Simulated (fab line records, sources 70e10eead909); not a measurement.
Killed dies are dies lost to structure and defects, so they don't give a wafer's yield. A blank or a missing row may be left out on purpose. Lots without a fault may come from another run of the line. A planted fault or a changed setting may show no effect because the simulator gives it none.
Chamber matching | flow nand_harc | NHARC_A_CHANNEL_FILL_D1_ALD_16 on ald_hk-02: 4 sister chambers
The step deposits SiO2, target thk 1.5 nm, pulse time 10 s, ald cycles 15. 20 wafers are shown with their chamber, then 10 later ones without.

WAFERS WITH THEIR CHAMBER
wafer  | chamber | heater_power_w (W) | precursor_pulse_height_rel
L080.2 | 3       | 468                | 1.013
L080.4 | 2       | 476                | 1.027
L080.6 | 2       | 470                | 1.012
L085.3 | 2       | 470                | 0.998
L085.4 | 1       | 429                | 1.000
L085.5 | 0       | 487                | 0.996
L084.3 | 1       | 435                | 1.021
L084.5 | 1       | 433                | 1.008
L084.6 | 0       | 464                | 0.970
L087.1 | 3       | 468                | 0.993
L087.2 | 2       | 469                | 0.982
L087.6 | 2       | 472                | 0.978
L086.1 | 1       | 424                | 0.995
L086.4 | 3       | 477                | 1.013
L086.6 | 1       | 430                | 1.019
L089.1 | 1       | 439                | 0.959
L089.2 | 2       | 466                | 0.984
L089.5 | 1       | 436                | 1.003
L092.1 | 0       | 491                | 0.974
L092.5 | 0       | 507                | 1.016

SIGNATURES (means of the wafers above)
reading                    | chamber 0 | chamber 1 | chamber 2 | chamber 3 | scatter within a chamber
heater_power_w             | 487.25    | 432.29    | 470.50    | 471.00    | 8.68
precursor_pulse_height_rel | 0.98900   | 1.00071   | 0.99683   | 1.00633   | 0.0195
Rule: a wafer's distance from a chamber is the root of the sum, over the readings, of the square of ((its reading less the chamber's mean) divided by the reading's scatter). The wafer belongs to the nearest chamber; if the next one is less than 2 further off, it can't be placed. The scatter: the root of (the sum of the squares of (reading less its chamber's mean) over the shown wafers, divided by (wafers less chambers)).

WAFERS WITHOUT THEIR CHAMBER
wafer  | heater_power_w (W) | precursor_pulse_height_rel
L092.6 | 496                | 1.008
L093.1 | 487                | 1.000
L093.2 | 429                | 1.028
L093.3 | 480                | 0.994
L095.1 | 486                | 1.005
L095.2 | 494                | 0.992
L095.6 | 425                | 1.035
L096.2 | 479                | 1.001
L096.4 | 503                | 0.956
L096.5 | 503                | 0.993

WHICH CHAMBER EACH WENT THROUGH
wafer  | from the rows above          | in truth
L092.6 | can't be placed: 0 or 3 or 2 | 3
L093.1 | can't be placed: 0 or 3 or 2 | 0
L093.2 | 1                            | 1
L093.3 | can't be placed: 0 or 2 or 3 | 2
L095.1 | can't be placed: 0 or 3 or 2 | 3
L095.2 | can't be placed: 0 or 2 or 3 | 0
L095.6 | 1                            | 1
L096.2 | can't be placed: 3 or 2 or 0 | 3
L096.4 | can't be placed: 0 or 2      | 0
L096.5 | can't be placed: 0 or 2 or 3 | 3
Placed correctly: 2 of 10. Can't be placed from these rows: 8 (the true chamber is among the candidates in 8). Placed wrongly: 0.
